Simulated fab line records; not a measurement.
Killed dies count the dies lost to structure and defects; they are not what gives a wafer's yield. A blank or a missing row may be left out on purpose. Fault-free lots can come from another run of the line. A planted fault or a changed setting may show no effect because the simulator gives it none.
Chamber matching | flow nandHarc | pecvd-03 running NHARC_A_CHANNEL_HOLE_D1_DEP_01: 3 sister chambers
The step deposits SiON, target thk 140 nm. 3 wafers are shown with their chamber, then 7 later ones without.

== WAFERS, EACH WITH ITS CHAMBER ==
wafer  | chamber | heaterPowerW (W)
L081.6 | 0       | 749
L085.1 | 1       | 780
L085.2 | 2       | 654

== WAFERS WITHOUT THEIR CHAMBER ==
wafer  | heaterPowerW (W)
L085.6 | 715
L090.1 | 732
L090.4 | 581
L090.6 | 775
L097.3 | 699
L097.4 | 713
L097.6 | 668

== EACH ONE'S CHAMBER ==
wafer  | from the rows above          | in truth
L085.6 | can't be placed: 0 or 2 or 1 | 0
L090.1 | can't be placed: 0 or 1 or 2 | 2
L090.4 | 2                            | 2
L090.6 | can't be placed: 1 or 0      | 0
L097.3 | can't be placed: 2 or 0 or 1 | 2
L097.4 | can't be placed: 0 or 2 or 1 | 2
L097.6 | can't be placed: 2 or 0      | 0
Correctly placed: 1 of 7. Cannot be placed on the basis of these rows: 6; the candidates contain the true chamber in 6. Wrongly placed: 0.
How it was worked out, from the rows above alone: a wafer's distance from a chamber is the root of the sum, over the readings, of the square of ((its reading less the chamber's mean) divided by the reading's scatter). If the next closest chamber is less than 2 further off than the closest, the wafer can't be placed; otherwise it belongs to the closest. Each chamber's mean is taken over the wafers shown for it. The scatter (one wafer shown for each chamber): square how far every hidden wafer sits from the nearest shown wafer, average those squares and take the square root.
